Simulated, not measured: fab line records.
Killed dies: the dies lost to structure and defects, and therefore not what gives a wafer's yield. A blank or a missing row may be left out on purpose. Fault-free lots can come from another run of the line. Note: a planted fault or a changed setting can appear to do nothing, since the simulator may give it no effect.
Which of the tools did it? | flow nand-harc | Sampling: 12 lots, 36 wafers, 6 of 1302 route steps

## WHAT EACH GAUGE READ, for each wafer
NHARC_A_CHANNEL_HOLE_D1_INSPECT_40. Usual: 72 for raw-defect-count, sd 28.
lot  | measured     | on                | raw-defect-count        | flag
L280 | day 9 15:09  | defect-inspect-02 | 47 35 54                |
L281 | day 9 21:36  | defect-inspect-01 | 39 39 69                |
L282 | day 10 12:29 | defect-inspect-01 | 100 100 95              |
L286 | day 11 21:13 | defect-inspect-01 | 95 105 101              |
L289 | day 13 07:23 | defect-inspect-01 | 89 103 92               |
L290 | day 14 04:13 | defect-inspect-02 | 340 309 326 341 303 325 | OFF
L291 | day 14 05:06 | defect-inspect-01 | 383 384 370 375 391 362 | OFF
L292 | day 14 23:28 | defect-inspect-01 | 392 371 346 379 373 354 | OFF
L298 | day 17 13:10 | defect-inspect-02 | 55 79 80                |
L299 | day 17 21:31 | defect-inspect-02 | 58 50 40                |
L300 | day 18 00:02 | defect-inspect-01 | 40 47 58                |
L301 | day 18 06:41 | defect-inspect-02 | 21 49 62                |

NHARC_END_SORT_01. Usual: killed-at-array 52, standard deviation 17; killed-at-other 0.8, standard deviation 1.1; killed-at-periphery 3.2, standard deviation 2.2; killed-dies 57, standard deviation 17; killed-open 3.4, standard deviation 1.8; killed-short 2.4, standard deviation 1.6.
lot  | measured     | on        | killed-at-array | killed-at-other | killed-at-periphery | killed-dies | killed-open | killed-short | flag
L282 | day 25 23:14 | prober-02 | 85 75 71        | 3 2 2           | 1 2 2               | 89 79 75    | 3 3 2       | 2 3 5        |
L286 | day 27 13:50 | prober-01 | 75 70 72        | 0 0 1           | 0 2 1               | 75 72 74    | 3 5 1       | 3 3 2        |
L289 | day 28 17:55 | prober-02 | 57 72 54        | 5 2 0           | 0 7 5               | 62 81 59    | 3 3 6       | 2 6 3        |
L290 | day 29 16:45 | prober-02 | 92 106 91       | 1 2 0           | 4 1 3               | 97 109 94   | 4 2 3       | 3 3 2        |
L291 | day 29 16:42 | prober-01 | 110 123 60      | 1 1 0           | 0 1 0               | 111 125 60  | 2 0 4       | 0 7 0        |
L292 | day 30 07:10 | prober-02 | 106 103 106     | 1 0 0           | 5 2 5               | 112 105 111 | 2 1 5       | 2 3 3        | OFF

## WHAT TOOL EACH LOT RAN ON (gives the tool, then ch and the chambers of the sampled wafers, and finally the start)
lot  | NHARC_A_CHANNEL_HOLE_D1_ETCH_25  | NHARC_A_CHANNEL_HOLE_D1_STRIP_43   | NHARC_A_CHANNEL_HOLE_D1_STRIP_27              | NHARC_A_CHANNEL_FILL_D1_ALD_15
L280 | har-etch-01 ch 0,1, day 9 12:34  | rie-diel-07 ch 2,3, day 9 14:02    | rie-diel-07 ch 0,1,3, day 9 15:09 or earlier  | ald-sin-batch-02 ch 0, no start
L281 | har-etch-01 ch 0,1, day 9 18:47  | rie-diel-07 ch 0,1,2, day 9 20:34  | rie-diel-07 ch 0,1,3, day 9 21:36 or earlier  | ald-sin-batch-03 ch 0, no start
L282 | har-etch-02 ch 0, day 10 09:39   | rie-diel-06 ch 0,1, day 10 11:26   | rie-diel-06 ch 1,2, day 10 12:29 or earlier   | ald-sin-batch-03 ch 0, day 25 23:14 or earlier
L286 | har-etch-02 ch 0,1, day 11 18:25 | rie-diel-07 ch 0,1,3, day 11 20:11 | rie-diel-07 ch 0,2,3, day 11 21:13 or earlier | ald-sin-batch-01 ch 0, day 27 13:50 or earlier
L289 | har-etch-02 ch 0,1, day 13 04:30 | rie-diel-01 ch 0,2,3, day 13 06:20 | rie-diel-01 ch 1,2,3, day 13 07:23 or earlier | ald-sin-batch-02 ch 0, day 28 17:55 or earlier
L290 | har-etch-01 ch 0,1, day 14 01:32 | rie-diel-07 ch 1,3, day 14 03:10   | rie-diel-07 ch 0,1,3, day 14 04:13 or earlier | ald-sin-batch-01 ch 0, day 29 16:45 or earlier
L291 | har-etch-02 ch 0,1, day 14 02:26 | rie-diel-07 ch 1,2,3, day 14 04:03 | rie-diel-07 ch 0,2,3, day 14 05:06 or earlier | ald-sin-batch-01 ch 0, day 29 16:42 or earlier
L292 | har-etch-02 ch 0,1, day 14 20:39 | rie-diel-07 ch 2,3, day 14 22:26   | rie-diel-07 ch 0,1,3, day 14 23:28 or earlier | ald-sin-batch-02 ch 0, day 30 07:10 or earlier
L298 | har-etch-01 ch 0,1, day 17 10:40 | rie-diel-07 ch 0,1, day 17 12:08   | rie-diel-07 ch 1,2,3, day 17 13:10 or earlier | ald-sin-batch-03 ch 0, no start
L299 | har-etch-01 ch 0, day 17 18:42   | rie-diel-07 ch 0,3, day 17 20:28   | rie-diel-07 ch 0,2,3, day 17 21:31 or earlier | ald-sin-batch-01 ch 0, no start
L300 | har-etch-02 ch 0,1, day 17 21:31 | rie-diel-07 ch 0,1,3, day 17 22:59 | rie-diel-07 ch 0,2,3, day 18 00:02 or earlier | ald-sin-batch-01 ch 0, no start
L301 | har-etch-02 ch 1, day 18 03:53   | rie-diel-07 ch 0,3, day 18 05:39   | rie-diel-07 ch 0,3, day 18 06:41 or earlier   | ald-sin-batch-02 ch 0, day 18 17:11
- NHARC_A_CHANNEL_HOLE_D1_ETCH_25: etches the open film in C4F8/O2/Ar, time 1040.2 s, target depth 1500 nm.
- NHARC_A_CHANNEL_HOLE_D1_STRIP_43: strips in O2/COS.
- NHARC_A_CHANNEL_HOLE_D1_STRIP_27: strips in O2.
- NHARC_A_CHANNEL_FILL_D1_ALD_15: deposits SiNx, target thk 2 nm, pulse time 60 s, ald cycles 19.

## WHAT THE TOOLS THEMSELVES READ (means of the sampled wafers that have a number; where no wafer has one, the mark that the record gives instead)
NHARC_A_CHANNEL_HOLE_D1_ETCH_25. Usual: c4f8-flow-sccm 93.82 sccm, standard deviation 0.29; drypump-motor-current-A 5.9 A, standard deviation 0.3; showerhead-plenum-p-Torr 3.64 Torr, standard deviation 0.12; throttle-valve-pct 32.235 %, standard deviation 0.01.
lot  | tool        | c4f8-flow-sccm (sccm) | drypump-motor-current-A (A) | showerhead-plenum-p-Torr (Torr) | throttle-valve-pct (%) | flag
L280 | har-etch-01 | 93.73                 | 5.8                         | 3.71                            | 32.243                 |
L281 | har-etch-01 | 93.75                 | 5.9                         | 3.70                            | 32.230                 |
L282 | har-etch-02 | 93.73                 | 6.2                         | 3.75                            | 32.242                 |
L286 | har-etch-02 | 93.80                 | 5.9                         | 3.56                            | 32.224                 |
L289 | har-etch-02 | 93.87                 | 6.0                         | 3.64                            | 32.231                 |
L290 | har-etch-01 | 93.73                 | 5.6                         | 3.65                            | 32.228                 |
L291 | har-etch-02 | 93.40                 | 5.8                         | 3.54                            | 32.244                 |
L292 | har-etch-02 | 93.71                 | 5.8                         | 3.54                            | 32.237                 |
L298 | har-etch-01 | 94.11                 | 5.6                         | 3.62                            | 32.233                 |
L299 | har-etch-01 | 93.88                 | 6.1                         | 3.66                            | 32.230                 |
L300 | har-etch-02 | 94.03                 | 5.8                         | 3.84                            | 32.224                 |
L301 | har-etch-02 | 93.64                 | 5.7                         | 3.92                            | 32.239                 |

NHARC_A_CHANNEL_HOLE_D1_STRIP_27. Usual: drypump-motor-current-A 5.6 A, standard deviation 0.44; oes-product-au 0.997 a.u., standard deviation 0.0076; rf-vpp-V 57.8 V, standard deviation 0.85; showerhead-plenum-p-Torr 3.56 Torr, standard deviation 0.11; throttle-valve-pct 17.038 %, standard deviation 0.0089.
lot  | tool        | drypump-motor-current-A (A) | oes-product-au (a.u.) | rf-vpp-V (V) | showerhead-plenum-p-Torr (Torr) | throttle-valve-pct (%) | flag
L280 | rie-diel-07 | 5.6                         | 0.992                 | 58.1         | 3.59                            | 17.038                 |
L281 | rie-diel-07 | 5.5                         | 0.996                 | 58.1         | 3.59                            | 17.034                 |
L282 | rie-diel-06 | 6.4                         | 1.000                 | 57.7         | 3.40                            | 17.039                 |
L286 | rie-diel-07 | 5.3                         | 0.996                 | 57.6         | 3.55                            | 17.035                 |
L289 | rie-diel-01 | 5.8                         | 1.005                 | 58.2         | 3.52                            | 17.034                 |
L290 | rie-diel-07 | 5.6                         | 0.997                 | 57.3         | 3.59                            | 17.038                 |
L291 | rie-diel-07 | 5.3                         | 1.003                 | 58.3         | 3.55                            | 17.035                 |
L292 | rie-diel-07 | 5.6                         | 0.994                 | 59.2         | 3.59                            | 17.043                 |
L298 | rie-diel-07 | 5.5                         | 0.992                 | 58.1         | 3.58                            | 17.036                 |
L299 | rie-diel-07 | 5.3                         | 0.995                 | 57.1         | 3.54                            | 17.031                 |
L300 | rie-diel-07 | 5.3                         | 1.005                 | 57.5         | 3.54                            | 17.037                 |
L301 | rie-diel-07 | 5.4                         | 0.994                 | 57.7         | 3.62                            | 17.032                 |

NHARC_A_CHANNEL_FILL_D1_ALD_15. Usual: 1.002 for precursor-pulse-height-rel, sd 0.019.
lot  | tool             | precursor-pulse-height-rel | flag
L280 | ald-sin-batch-02 | 1.006                      |
L281 | ald-sin-batch-03 | 0.995                      |
L282 | ald-sin-batch-03 | 0.990                      |
L286 | ald-sin-batch-01 | 1.010                      |
L289 | ald-sin-batch-02 | 1.007                      |
L290 | ald-sin-batch-01 | 0.997                      |
L291 | ald-sin-batch-01 | 0.999                      |
L292 | ald-sin-batch-02 | 1.000                      |
L298 | ald-sin-batch-03 | 1.000                      |
L299 | ald-sin-batch-01 | 1.018                      |
L300 | ald-sin-batch-01 | 0.999                      |
L301 | ald-sin-batch-02 | 0.992                      |

## THE ANSWER, worked out from the rows above alone
Rule: a lot counts as off when the mean over its wafers that have a number is more than 3 standard deviations away from the usual mean. A lot without any number at a reading at which 4 lots or more have one is off too. All remaining lots with rows at the step are treated as sound. After the gauges, taken in route order, come the tools' own readings; for these a lot's mean is taken, as printed above. The first step at which some lot is off is used, and at that step the reading that is off furthest; a lot without a number counts as furthest.
Off, at NHARC_A_CHANNEL_HOLE_D1_INSPECT_40 on raw-defect-count: L290, L291, L292.
A tool fits if, at a process step before that reading, it ran every lot that is off, and no sound lot after the first of them. Those tools and the gauges at NHARC_A_CHANNEL_HOLE_D1_INSPECT_40 are tried in the same way. NHARC_A_CHANNEL_HOLE_D1_STRIP_27: start missing for some lots; hours and lot order therefore follow NHARC_A_CHANNEL_HOLE_D1_INSPECT_40. Of those tried, none fits.

## WHAT HAD BEEN PUT IN BY THE SIMULATOR
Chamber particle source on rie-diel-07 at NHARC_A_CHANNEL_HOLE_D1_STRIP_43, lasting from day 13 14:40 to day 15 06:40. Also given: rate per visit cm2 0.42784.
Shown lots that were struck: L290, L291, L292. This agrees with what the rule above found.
